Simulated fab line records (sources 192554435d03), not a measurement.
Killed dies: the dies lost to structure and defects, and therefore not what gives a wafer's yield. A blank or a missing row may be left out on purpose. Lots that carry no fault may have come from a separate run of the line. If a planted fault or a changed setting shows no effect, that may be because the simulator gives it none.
Split-lot trial    flow n5 finfet    7 lots, 21 wafers read, on a route of 1938 steps

THE SPLIT
At N5_BEOL_M5_COAT_66 (time 60 s, resist thk 12 nm), the setting spin rpm was moved away from the recipe's 1500 rpm on 6 of the 21 wafers read, by -10.3% to +5.7%. For the rest of the wafers, this setting stayed at what the recipe calls for.

The reading comes from the split's own step.

THE READING
SiARC_of_BEOL_M5_COAT_66.thk nm (the simulator's own value, which no gauge read), in nm, at N5_BEOL_M5_COAT_66 (time 60 s, resist thk 12 nm). The file gives no usual value for it.

wafer   tool, chamber at the split  spin rpm as run, rpm  against the recipe  SiARC_of_BEOL_M5_COAT_66.thk nm, nm  against lot-mates on the recipe
L074.1  litho track-05, 0           1586                  +5.7%               11.6                                 -0.4
L074.6  litho track-05, 0           1586                  +5.7%               11.6                                 -0.4
L074.3  litho track-05, 0           1500                  recipe              12                                   -
L080.1  litho track-05, 0           1500                  recipe              12                                   -
L080.6  litho track-05, 0           1500                  recipe              12                                   -
L080.2  litho track-05, 0           1433                  -4.5%               12.4                                 +0.4
L087.2  litho track-05, 0           1500                  recipe              12                                   -
L087.5  litho track-05, 0           1500                  recipe              12                                   -
L087.4  litho track-05, 0           1346                  -10.3%              12.6                                 +0.6
L090.1  litho track-04, 0           1500                  recipe              12                                   -
L090.3  litho track-04, 0           1500                  recipe              12                                   -
L090.6  litho track-04, 0           1500                  recipe              12                                   -
L088.2  litho track-05, 0           1417                  -5.5%               12.4                                 +0.4
L088.5  litho track-05, 0           1500                  recipe              12                                   -
L088.6  litho track-05, 0           1417                  -5.5%               12.2                                 +0.2
L095.3  litho track-04, 0           1500                  recipe              12                                   -
L095.4  litho track-04, 0           1500                  recipe              12                                   -
L095.6  litho track-04, 0           1500                  recipe              12                                   -
L093.1  litho track-02, 0           1500                  recipe              12                                   -
L093.4  litho track-02, 0           1500                  recipe              12                                   -
L093.6  litho track-02, 0           1500                  recipe              12                                   -

THE FIT
A straight line over all 21 wafers: SiARC_of_BEOL_M5_COAT_66.thk nm changes by -0.0631 nm for each +1% of spin rpm; r = -0.98; the points scatter about the line by 0.048 nm.
The same after taking each lot's own level away (the mean of its wafers on the recipe; 21 wafers): -0.0631 nm for each +1%; r = -0.98; scatter 0.048 nm.
The reading moves by 0.65 nm for the largest change in spin rpm, on that fit.
The lots' own levels span 12.00 to 12.00 nm.
The two slopes are in agreement: the lot-to-lot level therefore moves the slope only a little.
Check: for one of the wafers moved furthest among these (-10.3%), held out of the fit, the line's prediction against its lot-mates is +0.675 nm. It came out at +0.6 nm against them.

OTHER SPLITS ON THESE WAFERS
These wafers also went through other splits before the reading. Each is held against what the fit with the lots' levels taken away leaves over:
other split on the same wafers             wafers away from the commonest value  r with SiARC_of_BEOL_M5_COAT_66.thk nm (lot level and that fit taken away)
N5_BEOL_M0_SAQP_SPACER1_ALD_98 temp c      7                                     -0.06
N5_BEOL_M0_SAQP_ETCH_106 target depth a    8                                     +0.10
N5_BEOL_M0_ETCH_138 bias w                 5                                     -0.16
N5_BEOL_M0_TRENCH_ETCH_107 target depth a  4                                     -0.02
N5_BEOL_M1_ETCH_64 source w                7                                     -0.20
N5_BEOL_M2_ILD_DEP_00 time s               9                                     -0.20
N5_BEOL_M2_ALD_98 ald cycles               9                                     -0.03
N5_BEOL_M5_ILD_DEP_00 time s               3                                     -0.04

FILE'S OWN FIT
SiARC_of_BEOL_M5_COAT_66.thk nm changes by -0.063 nm for each +1% of spin rpm, r = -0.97.
